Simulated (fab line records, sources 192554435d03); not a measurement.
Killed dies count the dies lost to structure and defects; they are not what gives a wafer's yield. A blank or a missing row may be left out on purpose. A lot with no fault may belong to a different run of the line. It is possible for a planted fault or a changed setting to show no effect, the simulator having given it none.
Matching of chambers -- flow n5_finfet -- rie_diel-06 running N5_BEOL_M3_STRIP_19: 4 sister chambers
The step strips in O2. 8 wafers are shown with their chamber, then 10 later ones without.

## EACH WAFER AND ITS CHAMBER
wafer,chamber,drypump_motor_current_A (A),throttle_valve_pct (%)
L087.6,3,5.74,17.07
L088.3,2,6.02,16.86
L088.6,2,6.03,16.88
L092.2,0,5.79,16.93
L092.3,1,6.51,16.34
L092.5,3,5.78,17.10
L093.3,1,6.49,16.35
L093.5,0,5.80,16.92

## WAFERS WHOSE CHAMBER IS MISSING
wafer,drypump_motor_current_A (A),throttle_valve_pct (%)
L093.6,6.49,16.35
L094.1,5.78,16.92
L094.3,6.02,16.90
L094.5,5.78,16.93
L096.3,6.03,16.88
L096.5,5.78,17.09
L096.6,5.79,16.94
L097.1,6.02,16.90
L097.2,5.78,16.95
L097.6,6.46,16.36

## THE CHAMBER EACH PASSED THROUGH
wafer,from the rows above,in truth
L093.6,1,1
L094.1,0,0
L094.3,2,2
L094.5,0,0
L096.3,2,2
L096.5,3,3
L096.6,0,0
L097.1,2,2
L097.2,0,0
L097.6,1,1
Correct placement for 10 of the 10. From these rows, 0 cannot be placed. 0 placed wrongly.
How it was worked out, from the rows above alone: a wafer's distance from a chamber is the root of the sum, over the readings, of the square of ((its reading less the chamber's mean) divided by the reading's scatter). The wafer belongs to the nearest chamber; if the next one is less than 2 further off, it can't be placed. The mean given for a chamber averages the wafers shown for that chamber. The scatter is the square root of a quotient: the sum, over the shown wafers, of each reading's squared deviation from its chamber's mean, divided by wafers minus chambers.
